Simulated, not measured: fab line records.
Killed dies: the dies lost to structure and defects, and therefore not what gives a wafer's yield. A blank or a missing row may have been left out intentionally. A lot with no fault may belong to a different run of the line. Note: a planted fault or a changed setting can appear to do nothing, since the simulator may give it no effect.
Comparing a struck lot with a sound one ; flow n5_finfet ; 37 steps out of a route of 1938
Sound: these wafers, L448.3, L448.4, L448.5. Wafers L434.1, L434.4, L434.5 were the ones struck. The cause comes at the end.
At each step with rows: each side's tool, then ch and its chambers, then its first start. Under that, the readings that differ: sound wafers ; struck wafers ; difference of the means ; sigmas: that difference in standard deviations of wafers without a fault.
alike: readings whose means differ by less than 2 such deviations, and words and numbers that are the same on both sides. not compared: withheld readings, readings that some wafer has no value for, bounds like >300 that may hide the same value, and numbers for which the record gives no deviation and whose values overlap.
A row with sigmas, a row that says differs or no value, or rows on one side alone: a step with any of these is where the two part. Numbers that have no deviation but don't overlap get no sigmas and don't part them. A reading that every wafer of one side lacks parts them only if that side has two wafers or more.

first, 10 steps without rows for these wafers: N5_BEOL_M6_CURE_75 (cures SiCOH lowk, time 120 s); N5_BEOL_M6_DEGAS_44 (time 60 s); N5_BEOL_M6_PRE_CLEAN_45 (time 30 s); N5_BEOL_M6_ALD_77 (deposits TaN, target thk 2 nm, pulse time 2 s, purge time 3 s); N5_BEOL_M6_SURFACE_TREAT_79; N5_BEOL_M6_CVD_78 (deposits Co from CCTBA/H2, target thk 2 nm, time 142.3 s); N5_BEOL_M6_SPUTTER_48 (material Cu, target thk 10 nm, time 1.667 s); N5_BEOL_M6_ECD_50 (material Cu, target thk 300 nm); N5_BEOL_M6_ANNEAL_51 (time 90 s); N5_BEOL_M6_CMP_52 (polishes, stops on SiCOH lowk, t overpolish 6.9 s, target thk 80 nm).
N5_BEOL_M6_PRE_CLEAN_55: time 15 s.
  sound on pecvd-02 ch 1,2, day 14 16:46; struck on pecvd-04 ch 1,2, day 11 02:39
then, 1 step without rows for these wafers: N5_BEOL_M6_DEP_56 (deposits SiCN from 3MS/NH3, target thk 10 nm, time 17.5 s).
N5_BEOL_M6_INSPECT_58: inspects for defects (darkfield).
  sound: defect_inspect-02 at day 14 16:53; struck: defect_inspect-02 at day 11 02:46
reading;sound;struck;difference;sigmas
raw_defect_count;48 58 87;612 602 673;+565;+23
then, 12 steps without rows for these wafers: N5_BEOL_M7_ILD_DEP_00 (deposits SiCOH lowk from DEMS/porogen, target thk 179.75 nm, time 33.4 s); N5_BEOL_M7_CURE_74 (cures SiCOH lowk, time 240 s); N5_BEOL_M7_PECVD_70 (deposits SiO2 from TEOS/O2, target thk 20 nm, time 22.7 s); N5_BEOL_M7_HM_DEP_02 (deposits TiN, target thk 20 nm); N5_BEOL_M7_COAT_59 (time 60 s, resist thk 100 nm); N5_BEOL_M7_COAT_60 (time 60 s, resist thk 35 nm); N5_BEOL_M7_COAT_05 (resist thk 90 nm); N5_BEOL_M7_EBR_07; N5_BEOL_M7_SOFTBAKE_06 (time 60 s); N5_BEOL_M7_EXPOSE_08 (exposes mask M7); N5_BEOL_M7_PEB_09 (peb time 60 s); N5_BEOL_M7_DEVELOP_10 (develop time 30 s).
N5_BEOL_M7_INSPECT_13: inspects for defects (brightfield).
  sound: defect_inspect-01 at day 14 19:13; struck: defect_inspect-01 at day 11 04:37
reading;sound;struck;difference;sigmas
raw_defect_count;300 338 333;1123 973 1046;+724;+8
then, 9 steps without rows for these wafers: N5_BEOL_M7_DESCUM_16 (chemistry O2, time 7.9 s); N5_BEOL_M7_ETCH_61 (etches SiARC in CF4, target depth 45.5 nm, time 75.8 s); N5_BEOL_M7_ETCH_62 (etches SOC in N2/H2, target depth 110 nm, overetch 22 nm, time 165 s); N5_BEOL_M7_STRIP_68 (strips in N2/H2); N5_BEOL_M7_STRIP_67 (strips in CF4); N5_BEOL_M7_HM_OPEN_17 (chemistry Cl2/BCl3, target TiN, target depth 20 nm, overetch 6 nm); N5_BEOL_M7_STRIP_19 (strips in O2); N5_BEOL_M7_COAT_63 (time 60 s, resist thk 60 nm); N5_BEOL_M7_COAT_64 (time 60 s, resist thk 12 nm).
N5_BEOL_M7_INSPECT_30: inspects for defects (brightfield).
  sound: defect_inspect-02 at day 15 01:31; struck: defect_inspect-01 at day 11 06:34
reading;sound;struck;difference;sigmas
raw_defect_count;315 351 364;1138 961 1018;+696;+8
-- a jump in the record: the struck wafers' starts before and after are 3 days apart (it breaks off in module BEOL_M7 and resumes in module PASSIVATION, where the first step shown is number 1936 of the route) --
N5_PASSIVATION_PROBE_49:
  sound: prober-02 at day 18 02:44; struck: prober-01 at day 14 13:29
reading;sound;struck;difference;sigmas
defect_limited_yield (%);92.6 92.2 92.4;84.7 85.4 85.7;-7.1;-5
killed_at_M4_up;22 21 25;84 119 84;+73;+14
killed_dies;87 92 90;180 172 169;+84;+5
killed_on_rim;17 10 12;27 25 26;+13;+3
sort_bin_5_function (%);4.2 4.8 4.7;8.9 8.6 8.2;+4.0;+4
sort_n_pass;1093 1088 1090;1000 1008 1011;-84;-5
sort_yield_pct (%);92.6 92.2 92.4;84.7 85.4 85.7;-7.1;-5
  alike: killed_at_M0_to_M3, killed_at_contacts, killed_at_front_end, killed_at_other, killed_open, killed_short, sort_bin_6_memory

== WHERE THEY PART ==
First at N5_BEOL_M6_INSPECT_58; last, within this record, at N5_PASSIVATION_PROBE_49.

WHY: what had been put in by the simulator
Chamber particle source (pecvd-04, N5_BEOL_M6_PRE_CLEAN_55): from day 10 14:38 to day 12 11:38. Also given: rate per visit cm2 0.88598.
